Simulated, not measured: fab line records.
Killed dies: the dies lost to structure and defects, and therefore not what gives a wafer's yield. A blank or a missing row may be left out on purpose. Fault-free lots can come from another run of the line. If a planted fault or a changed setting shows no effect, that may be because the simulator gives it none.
fab line records || flow n5_finfet || part 2 of 2: steps 21 to 29 of 29
record: {"lots": 5, "wafers": 15, "last_day": 15}
route steps=1938 shown BEOL_M6@1195
lots untouched by any fault: they come from a run of this same line in which no faults occurred
start_h: start of the lot's first displayed wafer, in hours after the record's first day || wait_h: hours elapsed since this lot's preceding step || " identical to the entry in the row above || L1.1+2: a single row standing in for several wafers || - value missing, or start not given || * or withheld: withheld || < > ~ a bound
route shown NAME@n: NAME is a module with steps in the file, n the number in the route of the first one || usual: mean/standard deviation taken from wafers without a fault || same: alike in all rows || chamber/n: place in a boat || sites: per-site readings || _std_site: standard deviation across them || _edge_site: the outer-site mean with the inner-site mean subtracted || radius_mm: how far each site lies from the wafer's centre || mask NAME#n: copy n || behind: tool/chamber where the wafer was last shaped || hold: why the lot went on hold/how many hours it stayed there/how the hold came to an end || device: names the non-switching transistor (n, p or np) || end of line: tests run on the same wafers once the route is complete || a step without rows: its recipe alone || killed: dies lost to structure and defects at the first sort, not the wafer's yield || map: the dies of a wafer, with x for killed, . for not killed, _ for no die there
set.NAME: setting as actually run; set.NAME@STEP: the setting as run at that earlier step || model.NAME: the simulator's own value behind a step, which no gauge read
certain route steps with their lots: each step a table, each wafer a row
services: when a tool's chamber went out of use (start_h, in hours from the record's first day, below 0 if earlier), for how many hours, and the reason
== steps ==
step: N5_BEOL_M6_HM_OPEN_17
recipe: {"chemistry": "Cl2/BCl3", "target_depth_a": 200, "overetch_a": 60, "target": "TiN", "mask_material": "SOC", "ion_energy_ev": 150, "pressure_mtorr": 10, "icp_w": 1000, "bias_w": 126, "Cl2_flow_sccm": 53.25, "bcl3_flow_sccm": 21.75, "Ar_flow_sccm": 25}
usual: {"drypump_motor_current_A": "5.6/0.41", "oes_product_au": "0.67/0.066", "throttle_valve_pct": "22.11/0.22"}
{"lot.wafer": "L075.2", "tool": "rie_metal-01", "chamber": 0, "start_h": 186.83, "wait_h": 0.0, "drypump_motor_current_A": 5.3, "oes_product_au": 0.76, "rf_hours_counter_h": 10, "throttle_valve_pct": 21.98}
{"lot.wafer": "L075.3", "tool": "rie_metal-01", "chamber": 1, "start_h": 186.83, "wait_h": 0.0, "drypump_motor_current_A": 6.1, "oes_product_au": 0.67, "rf_hours_counter_h": "-", "throttle_valve_pct": 22.31}
{"lot.wafer": "L075.6", "tool": "rie_metal-01", "chamber": 1, "start_h": 186.83, "wait_h": 0.0, "drypump_motor_current_A": 6.1, "oes_product_au": 0.67, "rf_hours_counter_h": "-", "throttle_valve_pct": 22.32}
{"lot.wafer": "L078.1", "tool": "rie_metal-03", "chamber": 0, "start_h": 195.59, "wait_h": 0.0, "drypump_motor_current_A": 5.3, "oes_product_au": 0.74, "rf_hours_counter_h": 12, "throttle_valve_pct": 21.62}
{"lot.wafer": "L078.2", "tool": "rie_metal-03", "chamber": 1, "start_h": 195.59, "wait_h": 0.0, "drypump_motor_current_A": 5.9, "oes_product_au": 0.66, "rf_hours_counter_h": 41, "throttle_valve_pct": 22.12}
{"lot.wafer": "L078.4", "tool": "rie_metal-03", "chamber": 0, "start_h": 195.59, "wait_h": 0.0, "drypump_motor_current_A": 5.3, "oes_product_au": 0.75, "rf_hours_counter_h": "-", "throttle_valve_pct": 21.62}
{"lot.wafer": "L082.2", "tool": "rie_metal-01", "chamber": 1, "start_h": 243.02, "wait_h": 0.0, "drypump_motor_current_A": 6.1, "oes_product_au": 0.65, "rf_hours_counter_h": 48, "throttle_valve_pct": 22.33}
{"lot.wafer": "L082.3", "tool": "rie_metal-01", "chamber": 1, "start_h": 243.02, "wait_h": 0.0, "drypump_motor_current_A": 6.1, "oes_product_au": 0.66, "rf_hours_counter_h": "-", "throttle_valve_pct": 22.32}
{"lot.wafer": "L082.6", "tool": "rie_metal-01", "chamber": 1, "start_h": 243.02, "wait_h": 0.0, "drypump_motor_current_A": 6.1, "oes_product_au": 0.66, "rf_hours_counter_h": "-", "throttle_valve_pct": 22.31}
{"lot.wafer": "L086.4", "tool": "rie_metal-03", "chamber": 1, "start_h": 251.98, "wait_h": 0.1, "drypump_motor_current_A": 5.9, "oes_product_au": 0.64, "rf_hours_counter_h": "-", "throttle_valve_pct": 22.12}
{"lot.wafer": "L086.5", "tool": "rie_metal-03", "chamber": 0, "start_h": 251.98, "wait_h": 0.1, "drypump_motor_current_A": 5.3, "oes_product_au": 0.73, "rf_hours_counter_h": "-", "throttle_valve_pct": 21.61}
{"lot.wafer": "L086.6", "tool": "rie_metal-03", "chamber": 1, "start_h": 251.98, "wait_h": 0.1, "drypump_motor_current_A": 5.9, "oes_product_au": 0.65, "rf_hours_counter_h": "-", "throttle_valve_pct": 22.10}
{"lot.wafer": "L089.3", "tool": "rie_metal-01", "chamber": 0, "start_h": 276.66, "wait_h": 0.1, "drypump_motor_current_A": 5.3, "oes_product_au": 0.72, "rf_hours_counter_h": "-", "throttle_valve_pct": 21.99}
{"lot.wafer": "L089.4", "tool": "rie_metal-01", "chamber": 1, "start_h": 276.66, "wait_h": 0.1, "drypump_motor_current_A": 6.1, "oes_product_au": 0.64, "rf_hours_counter_h": "-", "throttle_valve_pct": 22.36}
{"lot.wafer": "L089.6", "tool": "rie_metal-01", "chamber": 0, "start_h": 276.66, "wait_h": 0.1, "drypump_motor_current_A": 5.3, "oes_product_au": 0.71, "rf_hours_counter_h": "-", "throttle_valve_pct": 22.02}
step: N5_BEOL_M6_STRIP_19
recipe: {"chemistry": "O2", "power_w": 400, "temp_c": 40, "pressure_mtorr": 30, "rf_frequency_hz": 6e+07, "bias_power_w": 0, "overash_fraction": 0.2, "o2_flow_sccm": 225}
usual: {"drypump_motor_current_A": "5.8/0.39", "oes_product_au": "0.79/0.096", "rf_vpp_V": "3.7/0.58", "showerhead_plenum_p_Torr": "2.05/0.058", "throttle_valve_pct": "16.73/0.29"}
same: {"overash_fraction": 0.2}
{"lot.wafer": "L075.2", "tool": "rie_diel-06", "chamber": 2, "start_h": 186.94, "wait_h": 0.1, "drypump_motor_current_A": 5.9, "oes_product_au": 0.93, "rf_hours_counter_h": 16, "rf_vpp_V": 3.6, "showerhead_plenum_p_Torr": 2.07, "throttle_valve_pct": 16.26}
{"lot.wafer": "L075.3", "tool": "rie_diel-06", "chamber": 3, "start_h": 186.94, "wait_h": 0.1, "drypump_motor_current_A": 6.2, "oes_product_au": 0.75, "rf_hours_counter_h": 164, "rf_vpp_V": 3.3, "showerhead_plenum_p_Torr": 2.01, "throttle_valve_pct": 16.76}
{"lot.wafer": "L075.6", "tool": "rie_diel-06", "chamber": 3, "start_h": 186.94, "wait_h": 0.1, "drypump_motor_current_A": 6.2, "oes_product_au": 0.76, "rf_hours_counter_h": "-", "rf_vpp_V": 5.6, "showerhead_plenum_p_Torr": 2.01, "throttle_valve_pct": 16.77}
{"lot.wafer": "L078.1", "tool": "rie_diel-05", "chamber": 0, "start_h": 195.70, "wait_h": 0.1, "drypump_motor_current_A": 5.7, "oes_product_au": 0.85, "rf_hours_counter_h": 67, "rf_vpp_V": 2.8, "showerhead_plenum_p_Torr": 2.03, "throttle_valve_pct": 16.48}
{"lot.wafer": "L078.2", "tool": "rie_diel-05", "chamber": 1, "start_h": 195.70, "wait_h": 0.1, "drypump_motor_current_A": 5.1, "oes_product_au": 0.93, "rf_hours_counter_h": 26, "rf_vpp_V": 3.6, "showerhead_plenum_p_Torr": 2.04, "throttle_valve_pct": 16.36}
{"lot.wafer": "L078.4", "tool": "rie_diel-05", "chamber": 2, "start_h": 195.70, "wait_h": 0.1, "drypump_motor_current_A": 6.2, "oes_product_au": 0.93, "rf_hours_counter_h": 10, "rf_vpp_V": 4.6, "showerhead_plenum_p_Torr": 2.14, "throttle_valve_pct": 16.56}
{"lot.wafer": "L082.2", "tool": "rie_diel-02", "chamber": 1, "start_h": 243.19, "wait_h": 0.1, "drypump_motor_current_A": 5.0, "oes_product_au": 0.70, "rf_hours_counter_h": 206, "rf_vpp_V": 4.2, "showerhead_plenum_p_Torr": 1.99, "throttle_valve_pct": 16.68}
{"lot.wafer": "L082.3", "tool": "rie_diel-02", "chamber": 3, "start_h": 243.19, "wait_h": 0.1, "drypump_motor_current_A": 6.1, "oes_product_au": 0.70, "rf_hours_counter_h": 219, "rf_vpp_V": 4.4, "showerhead_plenum_p_Torr": 1.98, "throttle_valve_pct": 17.21}
{"lot.wafer": "L082.6", "tool": "rie_diel-02", "chamber": 1, "start_h": 243.19, "wait_h": 0.1, "drypump_motor_current_A": 5.0, "oes_product_au": 0.71, "rf_hours_counter_h": "-", "rf_vpp_V": 3.2, "showerhead_plenum_p_Torr": 1.99, "throttle_valve_pct": 16.68}
{"lot.wafer": "L086.4", "tool": "rie_diel-05", "chamber": 3, "start_h": 252.23, "wait_h": 0.2, "drypump_motor_current_A": 5.8, "oes_product_au": 0.69, "rf_hours_counter_h": "-", "rf_vpp_V": 4.4, "showerhead_plenum_p_Torr": 2.05, "throttle_valve_pct": 16.76}
{"lot.wafer": "L086.5", "tool": "rie_diel-05", "chamber": 2, "start_h": 252.23, "wait_h": 0.2, "drypump_motor_current_A": 6.2, "oes_product_au": 0.87, "rf_hours_counter_h": "-", "rf_vpp_V": 4.1, "showerhead_plenum_p_Torr": 2.13, "throttle_valve_pct": 16.61}
{"lot.wafer": "L086.6", "tool": "rie_diel-05", "chamber": 1, "start_h": 252.23, "wait_h": 0.2, "drypump_motor_current_A": 5.1, "oes_product_au": 0.88, "rf_hours_counter_h": "-", "rf_vpp_V": 4.4, "showerhead_plenum_p_Torr": 2.04, "throttle_valve_pct": 16.41}
{"lot.wafer": "L089.3", "tool": "rie_diel-02", "chamber": 3, "start_h": 276.84, "wait_h": 0.1, "drypump_motor_current_A": 6.1, "oes_product_au": 0.69, "rf_hours_counter_h": 231, "rf_vpp_V": 4.0, "showerhead_plenum_p_Torr": 1.98, "throttle_valve_pct": 17.24}
{"lot.wafer": "L089.4", "tool": "rie_diel-02", "chamber": 1, "start_h": 276.84, "wait_h": 0.1, "drypump_motor_current_A": 5.1, "oes_product_au": 0.70, "rf_hours_counter_h": 219, "rf_vpp_V": 4.0, "showerhead_plenum_p_Torr": 1.98, "throttle_valve_pct": 16.72}
{"lot.wafer": "L089.6", "tool": "rie_diel-02", "chamber": 0, "start_h": 276.84, "wait_h": 0.1, "drypump_motor_current_A": 5.9, "oes_product_au": 0.69, "rf_hours_counter_h": "-", "rf_vpp_V": 3.9, "showerhead_plenum_p_Torr": 1.98, "throttle_valve_pct": 16.95}
step: N5_BEOL_M6_CD_MEAS_18
recipe: {"pitch_nm": 80, "target_cd_nm": 40}
usual: {"cd_nm": "40.0/0.44"}
{"lot.wafer": "L075.2", "tool": "cd_sem-01", "chamber": "-", "start_h": 187.01, "wait_h": 0.1, "cd_nm": 40.3}
{"lot.wafer": "L075.3", "tool": "cd_sem-01", "chamber": "-", "start_h": 187.01, "wait_h": 0.1, "cd_nm": 40.4}
{"lot.wafer": "L075.6", "tool": "cd_sem-01", "chamber": "-", "start_h": 187.01, "wait_h": 0.1, "cd_nm": 39.9}
{"lot.wafer": "L078.1", "tool": "cd_sem-02", "chamber": "-", "start_h": 195.78, "wait_h": 0.1, "cd_nm": 40.1}
{"lot.wafer": "L078.2", "tool": "cd_sem-02", "chamber": "-", "start_h": 195.78, "wait_h": 0.1, "cd_nm": 40.4}
{"lot.wafer": "L078.4", "tool": "cd_sem-02", "chamber": "-", "start_h": 195.78, "wait_h": 0.1, "cd_nm": 39.9}
{"lot.wafer": "L082.2", "tool": "cd_sem-03", "chamber": "-", "start_h": 243.26, "wait_h": 0.1, "cd_nm": 39.8}
{"lot.wafer": "L082.3", "tool": "cd_sem-03", "chamber": "-", "start_h": 243.26, "wait_h": 0.1, "cd_nm": 40.1}
{"lot.wafer": "L082.6", "tool": "cd_sem-03", "chamber": "-", "start_h": 243.26, "wait_h": 0.1, "cd_nm": 40.0}
{"lot.wafer": "L086.4", "tool": "cd_sem-01", "chamber": "-", "start_h": 252.29, "wait_h": 0.0, "cd_nm": 40.2}
{"lot.wafer": "L086.5", "tool": "cd_sem-01", "chamber": "-", "start_h": 252.29, "wait_h": 0.0, "cd_nm": 40.3}
{"lot.wafer": "L086.6", "tool": "cd_sem-01", "chamber": "-", "start_h": 252.29, "wait_h": 0.0, "cd_nm": 40.0}
{"lot.wafer": "L089.3", "tool": "cd_sem-03", "chamber": "-", "start_h": 276.91, "wait_h": 0.1, "cd_nm": 39.9}
{"lot.wafer": "L089.4", "tool": "cd_sem-03", "chamber": "-", "start_h": 276.91, "wait_h": 0.1, "cd_nm": 39.8}
{"lot.wafer": "L089.6", "tool": "cd_sem-03", "chamber": "-", "start_h": 276.91, "wait_h": 0.1, "cd_nm": 39.8}
step: N5_BEOL_M6_COAT_63
recipe: {"resist": "SOC", "temp_c": 250, "time_s": 60, "spin_rpm": 1500, "resist_thk_nm": 60}
usual: {"chill_plate_temp_C": "23.02/0.11"}
{"lot.wafer": "L075.2", "tool": "litho_track-05", "chamber": 0, "start_h": 187.68, "wait_h": 0.7, "chill_plate_temp_C": 23.08}
{"lot.wafer": "L075.3", "tool": "litho_track-05", "chamber": 0, "start_h": 187.68, "wait_h": 0.7, "chill_plate_temp_C": 23.09}
{"lot.wafer": "L075.6", "tool": "litho_track-05", "chamber": 0, "start_h": 187.68, "wait_h": 0.7, "chill_plate_temp_C": 22.92}
{"lot.wafer": "L078.1", "tool": "litho_track-05", "chamber": 0, "start_h": 197.56, "wait_h": 1.8, "chill_plate_temp_C": 23.05}
{"lot.wafer": "L078.2", "tool": "litho_track-05", "chamber": 0, "start_h": 197.56, "wait_h": 1.8, "chill_plate_temp_C": 23.07}
{"lot.wafer": "L078.4", "tool": "litho_track-05", "chamber": 0, "start_h": 197.56, "wait_h": 1.8, "chill_plate_temp_C": 23.17}
{"lot.wafer": "L082.2", "tool": "litho_track-05", "chamber": 0, "start_h": 244.90, "wait_h": 1.6, "chill_plate_temp_C": 23.15}
{"lot.wafer": "L082.3", "tool": "litho_track-05", "chamber": 0, "start_h": 244.90, "wait_h": 1.6, "chill_plate_temp_C": 23.02}
{"lot.wafer": "L082.6", "tool": "litho_track-05", "chamber": 0, "start_h": 244.90, "wait_h": 1.6, "chill_plate_temp_C": 23.14}
{"lot.wafer": "L086.4", "tool": "litho_track-05", "chamber": 0, "start_h": 252.35, "wait_h": 0.1, "chill_plate_temp_C": 23.10}
{"lot.wafer": "L086.5", "tool": "litho_track-05", "chamber": 0, "start_h": 252.35, "wait_h": 0.1, "chill_plate_temp_C": 23.05}
{"lot.wafer": "L086.6", "tool": "litho_track-05", "chamber": 0, "start_h": 252.35, "wait_h": 0.1, "chill_plate_temp_C": 23.00}
{"lot.wafer": "L089.3", "tool": "litho_track-01", "chamber": 0, "start_h": 280.11, "wait_h": 3.2, "chill_plate_temp_C": 22.85}
{"lot.wafer": "L089.4", "tool": "litho_track-01", "chamber": 0, "start_h": 280.11, "wait_h": 3.2, "chill_plate_temp_C": 22.87}
{"lot.wafer": "L089.6", "tool": "litho_track-01", "chamber": 0, "start_h": 280.11, "wait_h": 3.2, "chill_plate_temp_C": 22.81}
step: N5_BEOL_M6_COAT_64
recipe: {"resist": "SiARC", "temp_c": 220, "time_s": 60, "spin_rpm": 1500, "resist_thk_nm": 12}
usual: {"chill_plate_temp_C": "23.00/0.11"}
{"lot.wafer": "L075.2", "tool": "litho_track-05", "chamber": 0, "start_h": "-", "wait_h": "-", "chill_plate_temp_C": 23.04}
{"lot.wafer": "L075.3", "tool": "litho_track-05", "chamber": 0, "start_h": "-", "wait_h": "-", "chill_plate_temp_C": 22.86}
{"lot.wafer": "L075.6", "tool": "litho_track-05", "chamber": 0, "start_h": "-", "wait_h": "-", "chill_plate_temp_C": 23.01}
{"lot.wafer": "L078.1", "tool": "litho_track-05", "chamber": 0, "start_h": "-", "wait_h": "-", "chill_plate_temp_C": 23.18}
{"lot.wafer": "L078.2", "tool": "litho_track-05", "chamber": 0, "start_h": "-", "wait_h": "-", "chill_plate_temp_C": 23.14}
{"lot.wafer": "L078.4", "tool": "litho_track-05", "chamber": 0, "start_h": "-", "wait_h": "-", "chill_plate_temp_C": 23.17}
{"lot.wafer": "L082.2", "tool": "litho_track-05", "chamber": 0, "start_h": "-", "wait_h": "-", "chill_plate_temp_C": 22.87}
{"lot.wafer": "L082.3", "tool": "litho_track-05", "chamber": 0, "start_h": "-", "wait_h": "-", "chill_plate_temp_C": 23.11}
{"lot.wafer": "L082.6", "tool": "litho_track-05", "chamber": 0, "start_h": "-", "wait_h": "-", "chill_plate_temp_C": 22.98}
{"lot.wafer": "L086.4", "tool": "litho_track-05", "chamber": 0, "start_h": "-", "wait_h": "-", "chill_plate_temp_C": 23.06}
{"lot.wafer": "L086.5", "tool": "litho_track-05", "chamber": 0, "start_h": "-", "wait_h": "-", "chill_plate_temp_C": 22.85}
{"lot.wafer": "L086.6", "tool": "litho_track-05", "chamber": 0, "start_h": "-", "wait_h": "-", "chill_plate_temp_C": 22.89}
{"lot.wafer": "L089.3", "tool": "litho_track-01", "chamber": 0, "start_h": "-", "wait_h": "-", "chill_plate_temp_C": 23.13}
{"lot.wafer": "L089.4", "tool": "litho_track-01", "chamber": 0, "start_h": "-", "wait_h": "-", "chill_plate_temp_C": 22.97}
{"lot.wafer": "L089.6", "tool": "litho_track-01", "chamber": 0, "start_h": "-", "wait_h": "-", "chill_plate_temp_C": 22.95}
step: N5_BEOL_M6_COAT_71
recipe: {"resist": "underlayer", "temp_c": 205, "time_s": 60, "spin_rpm": 1500, "resist_thk_nm": 5}
usual: {"chill_plate_temp_C": "22.99/0.096"}
{"lot.wafer": "L075.2", "tool": "litho_track-05", "chamber": 0, "start_h": "-", "wait_h": "-", "chill_plate_temp_C": 22.90}
{"lot.wafer": "L075.3", "tool": "litho_track-05", "chamber": 0, "start_h": "-", "wait_h": "-", "chill_plate_temp_C": 23.08}
{"lot.wafer": "L075.6", "tool": "litho_track-05", "chamber": 0, "start_h": "-", "wait_h": "-", "chill_plate_temp_C": 22.89}
{"lot.wafer": "L078.1", "tool": "litho_track-05", "chamber": 0, "start_h": "-", "wait_h": "-", "chill_plate_temp_C": 23.04}
{"lot.wafer": "L078.2", "tool": "litho_track-05", "chamber": 0, "start_h": "-", "wait_h": "-", "chill_plate_temp_C": 22.94}
{"lot.wafer": "L078.4", "tool": "litho_track-05", "chamber": 0, "start_h": "-", "wait_h": "-", "chill_plate_temp_C": 22.93}
{"lot.wafer": "L082.2", "tool": "litho_track-05", "chamber": 0, "start_h": "-", "wait_h": "-", "chill_plate_temp_C": 22.86}
{"lot.wafer": "L082.3", "tool": "litho_track-05", "chamber": 0, "start_h": "-", "wait_h": "-", "chill_plate_temp_C": 22.90}
{"lot.wafer": "L082.6", "tool": "litho_track-05", "chamber": 0, "start_h": "-", "wait_h": "-", "chill_plate_temp_C": 22.88}
{"lot.wafer": "L086.4", "tool": "litho_track-05", "chamber": 0, "start_h": "-", "wait_h": "-", "chill_plate_temp_C": 23.05}
{"lot.wafer": "L086.5", "tool": "litho_track-05", "chamber": 0, "start_h": "-", "wait_h": "-", "chill_plate_temp_C": 23.09}
{"lot.wafer": "L086.6", "tool": "litho_track-05", "chamber": 0, "start_h": "-", "wait_h": "-", "chill_plate_temp_C": 22.96}
{"lot.wafer": "L089.3", "tool": "litho_track-01", "chamber": 0, "start_h": "-", "wait_h": "-", "chill_plate_temp_C": 23.02}
{"lot.wafer": "L089.4", "tool": "litho_track-01", "chamber": 0, "start_h": "-", "wait_h": "-", "chill_plate_temp_C": 23.00}
{"lot.wafer": "L089.6", "tool": "litho_track-01", "chamber": 0, "start_h": "-", "wait_h": "-", "chill_plate_temp_C": 23.16}
step: N5_BEOL_M6_COAT_22
recipe: {"resist": "CAR-EUV", "spin_rpm": 1500, "resist_thk_nm": 30}
usual: {"chill_plate_temp_C": "22.99/0.1"}
{"lot.wafer": "L075.2", "tool": "litho_track-05", "chamber": 0, "start_h": "-", "wait_h": "-", "chill_plate_temp_C": 22.92}
{"lot.wafer": "L075.3", "tool": "litho_track-05", "chamber": 0, "start_h": "-", "wait_h": "-", "chill_plate_temp_C": 23.01}
{"lot.wafer": "L075.6", "tool": "litho_track-05", "chamber": 0, "start_h": "-", "wait_h": "-", "chill_plate_temp_C": 22.98}
{"lot.wafer": "L078.1", "tool": "litho_track-05", "chamber": 0, "start_h": "-", "wait_h": "-", "chill_plate_temp_C": 22.97}
{"lot.wafer": "L078.2", "tool": "litho_track-05", "chamber": 0, "start_h": "-", "wait_h": "-", "chill_plate_temp_C": 23.11}
{"lot.wafer": "L078.4", "tool": "litho_track-05", "chamber": 0, "start_h": "-", "wait_h": "-", "chill_plate_temp_C": 23.19}
{"lot.wafer": "L082.2", "tool": "litho_track-05", "chamber": 0, "start_h": "-", "wait_h": "-", "chill_plate_temp_C": 22.88}
{"lot.wafer": "L082.3", "tool": "litho_track-05", "chamber": 0, "start_h": "-", "wait_h": "-", "chill_plate_temp_C": 23.08}
{"lot.wafer": "L082.6", "tool": "litho_track-05", "chamber": 0, "start_h": "-", "wait_h": "-", "chill_plate_temp_C": 23.08}
{"lot.wafer": "L086.4", "tool": "litho_track-05", "chamber": 0, "start_h": "-", "wait_h": "-", "chill_plate_temp_C": 23.03}
{"lot.wafer": "L086.5", "tool": "litho_track-05", "chamber": 0, "start_h": "-", "wait_h": "-", "chill_plate_temp_C": 22.91}
{"lot.wafer": "L086.6", "tool": "litho_track-05", "chamber": 0, "start_h": "-", "wait_h": "-", "chill_plate_temp_C": 22.80}
{"lot.wafer": "L089.3", "tool": "litho_track-01", "chamber": 0, "start_h": "-", "wait_h": "-", "chill_plate_temp_C": 23.25}
{"lot.wafer": "L089.4", "tool": "litho_track-01", "chamber": 0, "start_h": "-", "wait_h": "-", "chill_plate_temp_C": 23.05}
{"lot.wafer": "L089.6", "tool": "litho_track-01", "chamber": 0, "start_h": "-", "wait_h": "-", "chill_plate_temp_C": 23.07}
step: N5_BEOL_M6_EBR_24
recipe: {"solvent": "PGMEA", "ebr_width_mm": 1.5}
usual: {"chill_plate_temp_C": "22.99/0.085"}
{"lot.wafer": "L075.2", "tool": "litho_track-05", "chamber": 0, "start_h": "-", "wait_h": "-", "chill_plate_temp_C": 22.95}
{"lot.wafer": "L075.3", "tool": "litho_track-05", "chamber": 0, "start_h": "-", "wait_h": "-", "chill_plate_temp_C": 22.91}
{"lot.wafer": "L075.6", "tool": "litho_track-05", "chamber": 0, "start_h": "-", "wait_h": "-", "chill_plate_temp_C": 23.03}
{"lot.wafer": "L078.1", "tool": "litho_track-05", "chamber": 0, "start_h": "-", "wait_h": "-", "chill_plate_temp_C": 23.05}
{"lot.wafer": "L078.2", "tool": "litho_track-05", "chamber": 0, "start_h": "-", "wait_h": "-", "chill_plate_temp_C": 22.99}
{"lot.wafer": "L078.4", "tool": "litho_track-05", "chamber": 0, "start_h": "-", "wait_h": "-", "chill_plate_temp_C": 22.91}
{"lot.wafer": "L082.2", "tool": "litho_track-05", "chamber": 0, "start_h": "-", "wait_h": "-", "chill_plate_temp_C": 22.85}
{"lot.wafer": "L082.3", "tool": "litho_track-05", "chamber": 0, "start_h": "-", "wait_h": "-", "chill_plate_temp_C": 22.87}
{"lot.wafer": "L082.6", "tool": "litho_track-05", "chamber": 0, "start_h": "-", "wait_h": "-", "chill_plate_temp_C": 23.08}
{"lot.wafer": "L086.4", "tool": "litho_track-05", "chamber": 0, "start_h": "-", "wait_h": "-", "chill_plate_temp_C": 23.01}
{"lot.wafer": "L086.5", "tool": "litho_track-05", "chamber": 0, "start_h": "-", "wait_h": "-", "chill_plate_temp_C": 23.08}
{"lot.wafer": "L086.6", "tool": "litho_track-05", "chamber": 0, "start_h": "-", "wait_h": "-", "chill_plate_temp_C": 22.90}
{"lot.wafer": "L089.3", "tool": "litho_track-01", "chamber": 0, "start_h": "-", "wait_h": "-", "chill_plate_temp_C": 22.88}
{"lot.wafer": "L089.4", "tool": "litho_track-01", "chamber": 0, "start_h": "-", "wait_h": "-", "chill_plate_temp_C": 22.93}
{"lot.wafer": "L089.6", "tool": "litho_track-01", "chamber": 0, "start_h": "-", "wait_h": "-", "chill_plate_temp_C": 22.93}
step: N5_BEOL_M6_SOFTBAKE_23
recipe: {"temp_c": 110, "time_s": 60, "resist": "CAR-EUV"}
usual: {"chill_plate_temp_C": "23.00/0.11"}
{"lot.wafer": "L075.2", "tool": "litho_track-05", "chamber": 0, "start_h": "-", "wait_h": "-", "chill_plate_temp_C": 23.11}
{"lot.wafer": "L075.3", "tool": "litho_track-05", "chamber": 0, "start_h": "-", "wait_h": "-", "chill_plate_temp_C": 22.97}
{"lot.wafer": "L075.6", "tool": "litho_track-05", "chamber": 0, "start_h": "-", "wait_h": "-", "chill_plate_temp_C": 23.06}
{"lot.wafer": "L078.1", "tool": "litho_track-05", "chamber": 0, "start_h": "-", "wait_h": "-", "chill_plate_temp_C": 23.02}
{"lot.wafer": "L078.2", "tool": "litho_track-05", "chamber": 0, "start_h": "-", "wait_h": "-", "chill_plate_temp_C": 22.90}
{"lot.wafer": "L078.4", "tool": "litho_track-05", "chamber": 0, "start_h": "-", "wait_h": "-", "chill_plate_temp_C": 23.11}
{"lot.wafer": "L082.2", "tool": "litho_track-05", "chamber": 0, "start_h": "-", "wait_h": "-", "chill_plate_temp_C": 23.01}
{"lot.wafer": "L082.3", "tool": "litho_track-05", "chamber": 0, "start_h": "-", "wait_h": "-", "chill_plate_temp_C": 22.94}
{"lot.wafer": "L082.6", "tool": "litho_track-05", "chamber": 0, "start_h": "-", "wait_h": "-", "chill_plate_temp_C": 22.90}
{"lot.wafer": "L086.4", "tool": "litho_track-05", "chamber": 0, "start_h": "-", "wait_h": "-", "chill_plate_temp_C": 23.00}
{"lot.wafer": "L086.5", "tool": "litho_track-05", "chamber": 0, "start_h": "-", "wait_h": "-", "chill_plate_temp_C": 22.87}
{"lot.wafer": "L086.6", "tool": "litho_track-05", "chamber": 0, "start_h": "-", "wait_h": "-", "chill_plate_temp_C": 22.89}
{"lot.wafer": "L089.3", "tool": "litho_track-01", "chamber": 0, "start_h": "-", "wait_h": "-", "chill_plate_temp_C": 23.09}
{"lot.wafer": "L089.4", "tool": "litho_track-01", "chamber": 0, "start_h": "-", "wait_h": "-", "chill_plate_temp_C": 22.98}
{"lot.wafer": "L089.6", "tool": "litho_track-01", "chamber": 0, "start_h": "-", "wait_h": "-", "chill_plate_temp_C": 22.95}
== services ==
{"tool": "arfi_scanner-03", "chamber": "-", "start_h": 165.59, "hours": 4.9, "kind": "pm"}
{"tool": "arfi_scanner-01", "chamber": "-", "start_h": 169.44, "hours": 1.0, "kind": "pm"}
{"tool": "arfi_scanner-01", "chamber": "-", "start_h": 171.44, "hours": 0.4, "kind": "repair"}
{"tool": "rie_metal-01", "chamber": 0, "start_h": 173.63, "hours": 9.6, "kind": "repair"}
{"tool": "arfi_scanner-03", "chamber": "-", "start_h": 174.95, "hours": 1.3, "kind": "pm"}
{"tool": "rie_diel-02", "chamber": 2, "start_h": 180.54, "hours": 3.9, "kind": "repair"}
{"tool": "rie_diel-05", "chamber": 3, "start_h": 185.11, "hours": 4.9, "kind": "repair"}
{"tool": "arfi_scanner-01", "chamber": "-", "start_h": 189.57, "hours": 0.8, "kind": "pm"}
{"tool": "uv_cure-01", "chamber": "-", "start_h": 191.32, "hours": 7.5, "kind": "pm"}
{"tool": "arfi_scanner-01", "chamber": "-", "start_h": 199.45, "hours": 1.0, "kind": "pm"}
{"tool": "pecvd-02", "chamber": "-", "start_h": 201.61, "hours": 23.4, "kind": "repair"}
{"tool": "arfi_scanner-03", "chamber": "-", "start_h": 203.05, "hours": 2.1, "kind": "repair"}
{"tool": "rie_diel-06", "chamber": 2, "start_h": 209.85, "hours": 1.5, "kind": "repair"}
{"tool": "arfi_scanner-03", "chamber": "-", "start_h": 210.26, "hours": 74.2, "kind": "repair"}
{"tool": "arfi_scanner-02", "chamber": "-", "start_h": 217.32, "hours": 1.0, "kind": "pm"}
{"tool": "pvd_sputter-02", "chamber": "-", "start_h": 222.72, "hours": 1.7, "kind": "repair"}
{"tool": "uv_cure-03", "chamber": "-", "start_h": 232.22, "hours": 7.5, "kind": "pm"}
{"tool": "arfi_scanner-01", "chamber": "-", "start_h": 241.13, "hours": 1.3, "kind": "pm"}
{"tool": "rie_diel-02", "chamber": "-", "start_h": 243.77, "hours": 0.4, "kind": "repair"}
{"tool": "rie_diel-05", "chamber": 0, "start_h": 246.43, "hours": 14.1, "kind": "repair"}
{"tool": "pecvd-02", "chamber": "-", "start_h": 256.26, "hours": 0.7, "kind": "repair"}
{"tool": "uv_cure-03", "chamber": "-", "start_h": 259.64, "hours": 14.6, "kind": "pm"}
{"tool": "uv_cure-01", "chamber": "-", "start_h": 269.13, "hours": 2.1, "kind": "pm"}
{"tool": "arfi_scanner-01", "chamber": "-", "start_h": 273.21, "hours": 0.8, "kind": "pm"}
